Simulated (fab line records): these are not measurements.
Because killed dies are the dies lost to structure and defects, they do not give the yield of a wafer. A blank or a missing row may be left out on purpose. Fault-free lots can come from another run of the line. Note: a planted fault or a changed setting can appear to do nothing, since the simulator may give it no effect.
Which tool did it?    flow nand-harc    Sampling: 7 lots, 21 wafers, 2 of 1302 route steps

WHAT THE GAUGES READ, wafer by wafer
NHARC_A_START_INSPECT_01.
lot   measured      on                 raw-defect-count
L310  day 7 12:37   defect-inspect-01  1 8 4
L314  day 9 09:15   defect-inspect-01  2 0 3
L320  day 12 00:28  defect-inspect-01  2 2 5
L322  day 12 17:02  defect-inspect-01  3 5 8
L327  day 14 12:51  defect-inspect-02  5 3 3
L329  day 15 17:23  defect-inspect-02  3 2 1
L330  day 16 04:04  defect-inspect-02  4 2 2

TOOL THAT RAN EACH LOT (tool first, then ch and the chambers of the sampled wafers, then the start)
lot   NHARC_P_BONDPAD_DEGAS_25
L310  pvd-sputter-01, day 7 10:29
L314  pvd-sputter-01, day 9 07:10
L320  pvd-sputter-02, day 11 22:13
L322  pvd-sputter-02, day 12 14:56
L327  pvd-sputter-03, day 14 10:45
L329  pvd-sputter-02, day 15 15:17
L330  pvd-sputter-01, day 16 01:58
- NHARC_P_BONDPAD_DEGAS_25: time 60 s.

THE ANSWER, worked out from the rows above alone
Rule: the lots themselves supply what counts as usual. The widest of any qualifying gaps counts: lots, ordered by their means at a reading, are off when they make up no more than a third of the lots, leave a main group of 4 or more, and stand apart from it by 3 or more times the standard deviation of that group's means. The tables above print the reading to a certain number of digits; a main group whose means all agree to those digits is not used. Also off: a lot with no number at a reading for which 4 or more lots have one. All remaining lots with rows at the step are treated as sound.
No lot is off on any of the readings shown, so nothing can be concluded from this.

WHAT THE SIMULATOR HAD INSERTED
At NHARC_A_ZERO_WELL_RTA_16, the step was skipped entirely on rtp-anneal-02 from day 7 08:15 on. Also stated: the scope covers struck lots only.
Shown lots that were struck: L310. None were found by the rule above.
